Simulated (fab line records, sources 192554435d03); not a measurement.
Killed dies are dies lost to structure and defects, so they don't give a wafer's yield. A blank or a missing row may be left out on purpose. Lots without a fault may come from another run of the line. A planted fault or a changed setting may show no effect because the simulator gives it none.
A struck lot beside a sound one | flow n5_finfet | 15 steps out of a route of 1938
Sound: wafers L387.2, L387.4, L387.5. Struck: wafers L380.2, L380.3, L380.5. The cause comes at the end.
At each step with rows: each side's tool, then ch and its chambers, then its first start. Under that, the readings that differ: sound wafers | struck wafers | difference of the means | sigmas: that difference in standard deviations of wafers without a fault.
alike: readings whose means differ by less than 2 such deviations, and words and numbers that are the same on both sides. not compared: withheld readings, readings that some wafer has no value for, bounds like >300 that may hide the same value, and numbers for which the record gives no deviation and whose values overlap.
The two part at a step that has a row with sigmas, a row that says differs or no value, or rows on one side only. Numbers that don't overlap but have no deviation are shown without sigmas and don't part them. A reading that every wafer of one side lacks parts them only if that side has two wafers or more.

N5_GATE_CUT_CUT_ETCH_54: etches TiN in Cl2/BCl3, target depth 96.7 nm.
  sound on rie_metal-02 ch 1, day 8 17:27; struck on rie_metal-02 ch 0,1, day 6 22:22
  alike: drypump_motor_current_A, etch_rf_on_time_s, oes_product_au, throttle_valve_pct
  not compared: rf_hours_counter_h
then, 2 steps without rows for these wafers: N5_GATE_CUT_CUT_ETCH_55 (etches HfO2 in BCl3, target depth 3.2 nm); N5_GATE_CUT_ETCH_47 (etches SiO2 in Cl2/BCl3, target depth 10 nm).
N5_GATE_CUT_VAPOR_ETCH_48: etches TiN in BCl3/Cl2.
  sound on rie_metal-02 ch 1, day 8 17:41; struck on rie_metal-02 ch 0,1, day 6 22:29
  alike: drypump_motor_current_A, oes_product_au
then, 5 steps without rows for these wafers: N5_GATE_CUT_VAPOR_ETCH_49 (etches TiAlC in BCl3/Cl2); N5_GATE_CUT_VAPOR_ETCH_51 (etches HfO2 in BCl3/Cl2); N5_GATE_CUT_STRIP_21 (strips in N2/H2, time 30 s); N5_GATE_CUT_STRIP_29 (strips in post etch residue remover, time 60 s); N5_GATE_CUT_SRD_52 (time 30 s).
N5_GATE_CUT_ALD_22: deposits SiNx, target thk 16 nm, pulse time 1 s, ald cycles 320.
  sound on ald_sin-04 ch 0,1, day 8 18:28; struck on ald_sin-04 ch 2,3, day 6 22:47
  alike: heater_power_w, precursor_pulse_height_rel
  not compared: since_wet_clean_h
N5_GATE_CUT_CMP_23: polishes, stops on SiO2, t overpolish 23.4 s, target thk 16 nm.
  sound on cmp-01 ch 0,3, day 8 19:57; struck on cmp-04 ch 0,1,2, day 7 00:17
  alike: edge_zone_pressure_frac, head_pressure_psi, motor_current_A, overpolish_run_s, time_to_endpoint_s
N5_GATE_CUT_THK_MEAS_24:
  sound on film_metro-02, day 8 20:14; struck on film_metro-01, day 7 00:35
  alike: GC_FILL_THK
N5_GATE_CUT_CMP_43: polishes SiO2.
  sound on cmp-04 ch 0,2,3, day 8 20:16; struck on cmp-02 ch 0,2,3, day 7 00:36
  no value came back on the struck wafers for edge_zone_pressure_frac, motor_current_A (A); on the sound wafers edge_zone_pressure_frac reads 1.003 1.003 0.998
  reading                                      | sound       | struck            | difference | sigmas
  model.SiO2_of_GATE_CUT_HM_DEP_46.thk_nm (nm) | 5 5 5.2     | 106.4 103.4 106.8 | +100.5     |
  model.SiNx_of_GATE_CUT_ALD_22.thk_nm (nm)    | 5.2 5.2 3.8 | 16 16 16          | +11        |
N5_GATE_CUT_CMP_61: polishes, stops on SiNx, t overpolish 3 s.
  sound on cmp-04 ch 0,2,3, day 8 20:45; struck on cmp-02 ch 0,2,3, day 7 01:05
  alike: edge_zone_pressure_frac, head_pressure_psi, motor_current_A
N5_BEOL_M4_RC_MEAS_101:
  the record has rows for the sound wafers here (prober-02 ch 0, day 12 07:10) and none for the struck ones

WHERE THEY PART
First at N5_GATE_CUT_CMP_43; last, within this record, at N5_BEOL_M4_RC_MEAS_101.

WHY: what the simulator had put in
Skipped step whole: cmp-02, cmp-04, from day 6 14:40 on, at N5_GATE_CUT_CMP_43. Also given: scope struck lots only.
